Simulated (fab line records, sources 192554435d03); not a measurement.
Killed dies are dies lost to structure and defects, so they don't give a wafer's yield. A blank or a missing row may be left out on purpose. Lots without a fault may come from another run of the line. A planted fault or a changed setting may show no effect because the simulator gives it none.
A struck lot beside a sound one | flow n5_finfet | 41 steps out of a route of 1938
Sound: wafers L723.2, L723.3, L723.5. Struck: wafers L734.1, L734.3, L734.6. The cause comes at the end.
At each step with rows: each side's tool, then ch and its chambers, then its first start. Under that, the readings that differ: sound wafers | struck wafers | difference of the means | sigmas: that difference in standard deviations of wafers without a fault.
alike: readings whose means differ by less than 2 such deviations, and words and numbers that are the same on both sides. not compared: withheld readings, readings that some wafer has no value for, bounds like >300 that may hide the same value, and numbers for which the record gives no deviation and whose values overlap.
The two part at a step that has a row with sigmas, a row that says differs or no value, or rows on one side only. Numbers that don't overlap but have no deviation are shown without sigmas and don't part them. A reading that every wafer of one side lacks parts them only if that side has two wafers or more.

first, 12 steps without rows for these wafers: N5_HKMG_FIN_STRIP_33 (strips in N2/H2); N5_HKMG_FIN_STRIP_34 (strips in CF4); N5_HKMG_FIN_ETCH_35 (etches SOC in N2/H2, target depth 215.8 nm, time 243.4 s); N5_HKMG_FIN_STRIP_92 (strips SOC in N2/H2, time 20 s); N5_HKMG_FIN_WET_ETCH_18 (etches TiN in SC1, time 55 s, target depth 5.2 nm, rinse time 30 s); N5_HKMG_FIN_STRIP_19 (strips in N2/H2, time 360 s); N5_HKMG_FIN_ALD_91 (deposits TiN, target thk 1 nm, pulse time 1 s, purge time 3 s); N5_HKMG_FIN_COAT_85 (time 60 s, resist thk 300 nm); N5_HKMG_FIN_ETCH_86 (etches SOC in N2/H2, stops on TiN, target depth 393.2 nm); N5_HKMG_FIN_STRIP_89 (strips SOC in N2/H2, time 20 s); N5_HKMG_FIN_WET_ETCH_87 (etches TiN in SC1, time 154.2 s, target depth 4.7 nm, rinse time 30 s); N5_HKMG_FIN_STRIP_88 (strips in N2/H2, time 360 s).
N5_HKMG_FIN_NWFM_ALD_20: deposits TiAlC, target thk 2 nm, pulse time 3 s, purge time 2 s.
  sound on ald_metal-04 ch 0,3, day 4 09:56; struck on ald_metal-04 ch 0,1,3, day 6 23:38
  reading              | sound                | struck               | difference | sigmas
  susceptor_temp_C (C) | 300.08 299.96 300.12 | 309.10 309.36 309.04 | +9.11      | +43
  alike: heater_power_w, precursor_pulse_height_rel
then, 26 steps without rows for these wafers: N5_HKMG_FIN_ALD_71 (deposits TiN, target thk 1 nm, pulse time 1 s, purge time 3 s); N5_HKMG_FIN_COAT_66 (time 60 s, resist thk 300 nm); N5_HKMG_FIN_ETCH_67 (etches SOC in N2/H2, stops on TiN, target depth 388.9 nm); N5_HKMG_FIN_STRIP_90 (strips SOC in N2/H2, time 20 s); N5_HKMG_FIN_WET_ETCH_73 (etches the open film in SC1, time 42.3 s, target depth 1.3 nm, rinse time 30 s); N5_HKMG_FIN_ETCHBACK_68 (etches the open film in Cl2/Ar, stops on HfO2, target depth 0.5 nm); N5_HKMG_FIN_STRIP_69 (strips in N2/H2, time 360 s); N5_HKMG_FIN_ALD_21 (deposits TiN, target thk 1.5 nm, pulse time 1 s, purge time 3 s); N5_HKMG_FIN_ALD_72 (deposits W, target thk 2 nm, pulse time 1 s, purge time 2 s); N5_HKMG_FIN_W_FILL_22 (material W, target thk 60 nm, time 18.2 s); N5_HKMG_FIN_PRECLEAN_83 (cleans in DIW, time 57.5 s); N5_HKMG_FIN_SRD_84 (dry time 32 s); N5_HKMG_FIN_CMP_23 (polishes, stops on SiNx, t overpolish 10 s, target thk 46.326 nm); N5_HKMG_FIN_CMP_94 (polishes, stops on SiNx, t overpolish 4.7 s, target thk 43.299 nm); N5_GATE_CUT_ETCHBACK_00 (etches W in SF6/Cl2); N5_GATE_CUT_ETCH_56 (etches TiN in Cl2/Ar, target depth 21.6 nm); N5_GATE_CUT_ETCHBACK_30 (etches TiN in Cl2/Ar, target depth 3 nm); N5_GATE_CUT_VAPOR_ETCH_60 (etches HfO2 in BCl3/Cl2); N5_GATE_CUT_ETCH_58 (etches SiNx in CH3F/O2, target depth 17 nm, time 128.6 s); N5_GATE_CUT_STRIP_59 (strips in N2/H2, time 20 s); N5_GATE_CUT_PRECLEAN_31 (cleans in DIW, time 300 s); N5_GATE_CUT_SRD_32 (time 30 s); N5_GATE_CUT_SAC_CAP_01 (material SiNx, target thk 24 nm, pulse time 1 s, ald cycles 480); N5_GATE_CUT_PECVD_57 (deposits SiNx from SiH4/NH3/N2, target thk 21 nm); N5_GATE_CUT_CMP_02 (polishes, stops on SiO2, t overpolish 12.7 s, target thk 0 nm); N5_GATE_CUT_HM_DEP_46 (deposits SiO2 from TEOS/O2, target thk 130 nm, time 26.6 s).
-- the record jumps here: 5 days lie between the struck wafers' starts before and after (it left off in module GATE_CUT and takes up again in module BEOL_M4, whose first step shown is number 1111 of the route) --
N5_BEOL_M4_RC_MEAS_101:
  sound on prober-02 ch 0, day 8 00:35; struck on prober-01 ch 0, day 11 15:35
  reading             | sound                     | struck                     | difference | sigmas
  IOFF_N (nA/um)      | 0.18 0.13 0.11            | 0.30 0.34 0.23             | +0.15      | +4
  IOFF_N_85C (nA/um)  | 3.5 2.7 2.4               | 5.2 5.7 4.2                | +2.2       | +4
  IOFF_N_LIN (nA/um)  | 0.081 0.066 0.056         | 0.137 0.154 0.111          | +0.066     | +6
  IOFF_N_LONG (nA/um) | 5.49e-05 5.66e-05 5.5e-05 | 8.57e-05 8.57e-05 8.58e-05 | +3.02e-05  | +13
  ION_N (uA/um)       | 670 685 648               | 705 716 694                | +37        | +3
  VT_N (mV)           | 248 252 255               | 233 232 238                | -17        | -5
  VT_N_LONG (mV)      | 275.6 274.7 274.9         | 261.1 258.2 260.8          | -15.0      | -8
  VT_N_LVT (mV)       | 95 98 103                 | 80 80 86                   | -17        | -5
  alike: DIBL_N, DIBL_P, IOFF_P, ION_P, SS_N, SS_P, VT_P
-- the record jumps here: 4 days lie between the struck wafers' starts before and after (it left off in module BEOL_M4 and takes up again in module PASSIVATION, whose first step shown is number 1936 of the route) --
N5_PASSIVATION_PROBE_49:
  sound on prober-01, day 12 10:31; struck on prober-02, day 15 23:08
  reading                | sound          | struck         | difference | sigmas
  sort_bin_4_leakage (%) | 0 0 0          | 0.59 3.05 0    | +1.21      | +99 or more
  sort_n_pass            | 1107 1092 1118 | 1072 1026 1087 | -44        | -2
  sort_yield_pct (%)     | 93.8 92.5 94.7 | 90.8 86.9 92.1 | -3.7       | -2
  alike: defect_limited_yield, killed_at_M0_to_M3, killed_at_M4_up, killed_at_contacts, killed_at_front_end, killed_at_other, killed_dies, killed_open, killed_short, sort_bin_5_function, sort_bin_6_memory

WHERE THEY PART
First at N5_HKMG_FIN_NWFM_ALD_20; last, within this record, at N5_PASSIVATION_PROBE_49.

WHY: what the simulator had put in
Process parameter drift: ald_metal-04, from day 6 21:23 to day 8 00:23, at N5_HKMG_FIN_NWFM_ALD_20. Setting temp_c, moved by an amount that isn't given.
